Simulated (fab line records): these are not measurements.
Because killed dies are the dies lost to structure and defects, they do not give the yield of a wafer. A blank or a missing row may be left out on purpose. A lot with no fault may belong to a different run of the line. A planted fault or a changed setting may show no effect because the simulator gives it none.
Lot-split experiment ; flow n5Finfet ; route with 1938 steps; 7 lots, 39 wafers read

== SPLIT DETAILS ==
At N5_HKMG_FIN_ETCH_54 (etches SiARC in CF4, target depth 45.5 nm, time 75.8 s), the setting sourceW was moved away from the recipe's 545 W on 15 of the 39 wafers read, by -11.0% to +18.4%. For the rest of the wafers, this setting stayed at what the recipe calls for.

The reading comes from the split's own step.

== THE READING ==
rfVppV, in V, at N5_HKMG_FIN_ETCH_54 (etches SiARC in CF4, target depth 45.5 nm, time 75.8 s). Fault-free wafers of this fab line usually give 184.4 V, standard deviation 1.3 V.

wafer;tool, chamber at the split;sourceW as run, W;against the recipe;rfVppV, V;against lot-mates on the recipe
L080.1;rieDiel-05, 0;545;recipe;183.4;-
L080.2;rieDiel-05, 3;596.5;+9.4%;177.2;-7.7
L080.3;rieDiel-05, 1;596.5;+9.4%;178.4;-6.5
L080.4;rieDiel-05, 2;545;recipe;186.3;-
L080.5;rieDiel-05, 0;545;recipe;184.9;-
L080.6;rieDiel-05, 1;596.5;+9.4%;178.4;-6.5
L081.1;rieDiel-03, 2;545;recipe;183.5;-
L081.2;rieDiel-03, 0;545;recipe;185.1;-
L081.3;rieDiel-03, 1;545;recipe;183.7;-
L081.4;rieDiel-03, 2;545;recipe;182.6;-
L081.5;rieDiel-03, 1;545;recipe;183.2;-
L081.6;rieDiel-03, 0;545;recipe;184.4;-
L083.1;rieDiel-01, 0;484.9;-11.0%;194.1;+9.5
L083.2;rieDiel-01, 3;484.9;-11.0%;189.4;+4.8
L083.3;rieDiel-01, 2;484.9;-11.0%;191.1;+6.5
L083.4;rieDiel-01, 1;545;recipe;184.4;-
L083.5;rieDiel-01, 3;545;recipe;182.8;-
L083.6;rieDiel-01, 0;545;recipe;186.6;-
L084.1;rieDiel-05, 2;572.5;+5.0%;180.4;-3.3
L084.2;rieDiel-05, 1;572.5;+5.0%;181.9;-1.8
L084.3;rieDiel-05, 0;572.5;+5.0%;178.9;-4.8
L084.4;rieDiel-05, 3;545;recipe;185.4;-
L084.5;rieDiel-05, 3;545;recipe;182.9;-
L084.6;rieDiel-05, 2;545;recipe;182.8;-
L088.3;rieDiel-01, 1;545;recipe;183.6;-
L088.4;rieDiel-01, 0;545;recipe;184.1;-
L088.5;rieDiel-01, 1;545;recipe;185.5;-
L093.1;rieDiel-03, 0;645.2;+18.4%;175.6;-8.4
L093.2;rieDiel-03, 3;645.2;+18.4%;173.3;-10.7
L093.3;rieDiel-03, 2;545;recipe;184.2;-
L093.4;rieDiel-03, 2;645.2;+18.4%;173.4;-10.6
L093.5;rieDiel-03, 0;545;recipe;184.0;-
L093.6;rieDiel-03, 3;545;recipe;183.9;-
L096.1;rieDiel-03, 3;545;recipe;182.7;-
L096.2;rieDiel-03, 2;645.1;+18.4%;173.2;-10.9
L096.3;rieDiel-03, 0;645.1;+18.4%;174.5;-9.6
L096.4;rieDiel-03, 0;545;recipe;185.6;-
L096.5;rieDiel-03, 2;645.1;+18.4%;172.8;-11.3
L096.6;rieDiel-03, 3;545;recipe;184.1;-

FIT RESULTS
A straight line over all 39 wafers: rfVppV changes by -0.593 V for each +1% of sourceW; r = -0.97; the points scatter about the line by 1.3 V.
The same after taking each lot's own level away (the mean of its wafers on the recipe; 39 wafers): -0.587 V for each +1%; r = -0.97; scatter 1.2 V.
Per that fit: largest sourceW move, reading shift of 11 V.
Measured against the standard deviation above, the lots' own levels, which go from 183.70 to 184.87 V, span 0.9 times it.
So the lot-to-lot level changes the slope little: the two slopes agree.
Check: with one of the wafers moved furthest among these (+18.4%) left out of the fit, the line predicts -11.1 V for it against its lot-mates. It came out at -8.43 V against them.
Tool readings at the split's step, against how far the setting was moved: etchRfOnTimeS r = -0.94; rfVppV r = -0.97.

== ADDITIONAL SPLITS CARRIED BY THESE WAFERS ==
These wafers also went through other splits before the reading. Each is held against what the fit with the lots' levels taken away leaves over:
other split on the same wafers;wafers away from the commonest value;r with rfVppV (lot level and that fit taken away)
N5_FIN_SAQP_HM_DEP_72 targetThkA;18;-0.28
N5_DUMMY_GATE_ETCH_37 sourceW;15;-0.17
N5_DUMMY_GATE_ETCH_32 timeS;15;-0.34

== THE WHOLE CHAIN: every reading that the file lists as answering this split, in the file's order ==
step;what it does;reading;change (the file's fit);r (the file's)
N5_HKMG_FIN_ETCH_54;etches SiARC in CF4, target depth 45.5 nm, time 75.8 s;etchRfOnTimeS;withheld for each +1% of the setting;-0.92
N5_HKMG_FIN_ETCH_54;etches SiARC in CF4, target depth 45.5 nm, time 75.8 s;rfVppV;-0.586 V for each +1% of the setting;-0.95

== FILE'S OWN FIT ==
rfVppV changes by -0.586 V for each +1% of sourceW, r = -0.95.
